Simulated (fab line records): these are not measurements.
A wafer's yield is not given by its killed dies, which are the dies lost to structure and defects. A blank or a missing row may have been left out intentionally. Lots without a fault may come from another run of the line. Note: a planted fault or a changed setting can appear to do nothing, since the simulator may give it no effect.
Split-lot experiment / flow n5Finfet / 7 lots, 21 wafers read, on a route of 1938 steps

ABOUT THE SPLIT
At N5_BEOL_M12_ETCH_68 (etches SOC in N2/H2, time 285 s), the setting timeS was moved away from the recipe's 285 s on 7 of the 21 wafers read, by -19.2% to +21.6%. For the rest of the wafers, this setting stayed at what the recipe calls for.

The reading is taken at the split's own step.

THE READING
SiARC_of_BEOL_M12_COAT_66.thkNm (the simulator's own value, which no gauge read), in nm, at N5_BEOL_M12_ETCH_68 (etches SOC in N2/H2, time 285 s). The file does not state a usual value for it. The 14 wafers here that ran the recipe average 85.9 nm, standard deviation 0.63 nm.

wafer=L080.1; tool, chamber at the split=rieDiel-03, 2; timeS as run, s=285; against the recipe=recipe; SiARC_of_BEOL_M12_COAT_66.thkNm, nm=85.4; against lot-mates on the recipe=-
wafer=L080.2; tool, chamber at the split=rieDiel-03, 0; timeS as run, s=337.2; against the recipe=+18.3%; SiARC_of_BEOL_M12_COAT_66.thkNm, nm=80.8; against lot-mates on the recipe=-4.6
wafer=L080.3; tool, chamber at the split=rieDiel-03, 3; timeS as run, s=337.2; against the recipe=+18.3%; SiARC_of_BEOL_M12_COAT_66.thkNm, nm=81; against lot-mates on the recipe=-4.4
wafer=L081.2; tool, chamber at the split=rieDiel-03, 3; timeS as run, s=256; against the recipe=-10.2%; SiARC_of_BEOL_M12_COAT_66.thkNm, nm=87.8; against lot-mates on the recipe=+2.4
wafer=L081.5; tool, chamber at the split=rieDiel-03, 0,3; timeS as run, s=285; against the recipe=recipe; SiARC_of_BEOL_M12_COAT_66.thkNm, nm=85.4; against lot-mates on the recipe=-
wafer=L081.6; tool, chamber at the split=rieDiel-03, 0,3; timeS as run, s=285; against the recipe=recipe; SiARC_of_BEOL_M12_COAT_66.thkNm, nm=85.4; against lot-mates on the recipe=-
wafer=L084.1; tool, chamber at the split=rieDiel-06, 1,2; timeS as run, s=285; against the recipe=recipe; SiARC_of_BEOL_M12_COAT_66.thkNm, nm=86.4; against lot-mates on the recipe=-
wafer=L084.4; tool, chamber at the split=rieDiel-06, 1,2; timeS as run, s=285; against the recipe=recipe; SiARC_of_BEOL_M12_COAT_66.thkNm, nm=86.4; against lot-mates on the recipe=-
wafer=L084.6; tool, chamber at the split=rieDiel-06, 0; timeS as run, s=243.3; against the recipe=-14.6%; SiARC_of_BEOL_M12_COAT_66.thkNm, nm=89.6; against lot-mates on the recipe=+3.2
wafer=L083.4; tool, chamber at the split=rieDiel-02, 0; timeS as run, s=346.5; against the recipe=+21.6%; SiARC_of_BEOL_M12_COAT_66.thkNm, nm=82; against lot-mates on the recipe=-4.5
wafer=L083.5; tool, chamber at the split=rieDiel-02, 3; timeS as run, s=285; against the recipe=recipe; SiARC_of_BEOL_M12_COAT_66.thkNm, nm=85.4; against lot-mates on the recipe=-
wafer=L083.6; tool, chamber at the split=rieDiel-02, 0; timeS as run, s=285; against the recipe=recipe; SiARC_of_BEOL_M12_COAT_66.thkNm, nm=87.6; against lot-mates on the recipe=-
wafer=L086.1; tool, chamber at the split=rieDiel-02, 3; timeS as run, s=340.5; against the recipe=+19.5%; SiARC_of_BEOL_M12_COAT_66.thkNm, nm=81.4; against lot-mates on the recipe=-4.6
wafer=L086.3; tool, chamber at the split=rieDiel-02, 2,3; timeS as run, s=285; against the recipe=recipe; SiARC_of_BEOL_M12_COAT_66.thkNm, nm=86; against lot-mates on the recipe=-
wafer=L086.5; tool, chamber at the split=rieDiel-02, 2,3; timeS as run, s=285; against the recipe=recipe; SiARC_of_BEOL_M12_COAT_66.thkNm, nm=86; against lot-mates on the recipe=-
wafer=L093.2; tool, chamber at the split=rieDiel-02, 3; timeS as run, s=230.4; against the recipe=-19.2%; SiARC_of_BEOL_M12_COAT_66.thkNm, nm=89.8; against lot-mates on the recipe=+4.6
wafer=L093.3; tool, chamber at the split=rieDiel-02, 1,2; timeS as run, s=285; against the recipe=recipe; SiARC_of_BEOL_M12_COAT_66.thkNm, nm=85.2; against lot-mates on the recipe=-
wafer=L093.5; tool, chamber at the split=rieDiel-02, 1,2; timeS as run, s=285; against the recipe=recipe; SiARC_of_BEOL_M12_COAT_66.thkNm, nm=85.2; against lot-mates on the recipe=-
wafer=L095.3; tool, chamber at the split=rieDiel-06, 1; timeS as run, s=285; against the recipe=recipe; SiARC_of_BEOL_M12_COAT_66.thkNm, nm=86; against lot-mates on the recipe=-
wafer=L095.4; tool, chamber at the split=rieDiel-06, 0; timeS as run, s=285; against the recipe=recipe; SiARC_of_BEOL_M12_COAT_66.thkNm, nm=86.2; against lot-mates on the recipe=-
wafer=L095.6; tool, chamber at the split=rieDiel-06, 1; timeS as run, s=285; against the recipe=recipe; SiARC_of_BEOL_M12_COAT_66.thkNm, nm=85.8; against lot-mates on the recipe=-
When a row names more than one chamber, that row covers several wafers, and the file does not tell which wafer ran in which chamber.

FIT RESULTS
A straight line over all 21 wafers: SiARC_of_BEOL_M12_COAT_66.thkNm changes by -0.228 nm for each +1% of timeS; r = -0.96; the points scatter about the line by 0.66 nm.
The same after taking each lot's own level away (the mean of its wafers on the recipe; 21 wafers): -0.232 nm for each +1%; r = -0.99; scatter 0.4 nm.
On that fit, the largest move of timeS shifts the reading by 5 nm.
Measured against the standard deviation above, the lots' own levels, which go from 85.20 to 86.50 nm, span 2.1 times it.
Consequently the slope shifts little with the lot-to-lot level, the two slopes agreeing.
Check: for one of the wafers moved furthest among these (+21.6%), held out of the fit, the line's prediction against its lot-mates is -5.17 nm. Against them it came out at -4.5 nm.

THE OTHER SPLITS THESE WAFERS WENT THROUGH
Before the reading, these wafers also passed through other splits. Each is held against what the fit with the lots' levels taken away leaves over:
other split on the same wafers=N5_BEOL_M12_STRIP_63 h2FlowSccm; wafers away from the commonest value=5; r with SiARC_of_BEOL_M12_COAT_66.thkNm (lot level and that fit taken away)=+0.10

THE FILE'S OWN FIT
SiARC_of_BEOL_M12_COAT_66.thkNm changes by -0.23 nm for each +1% of timeS, r = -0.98.
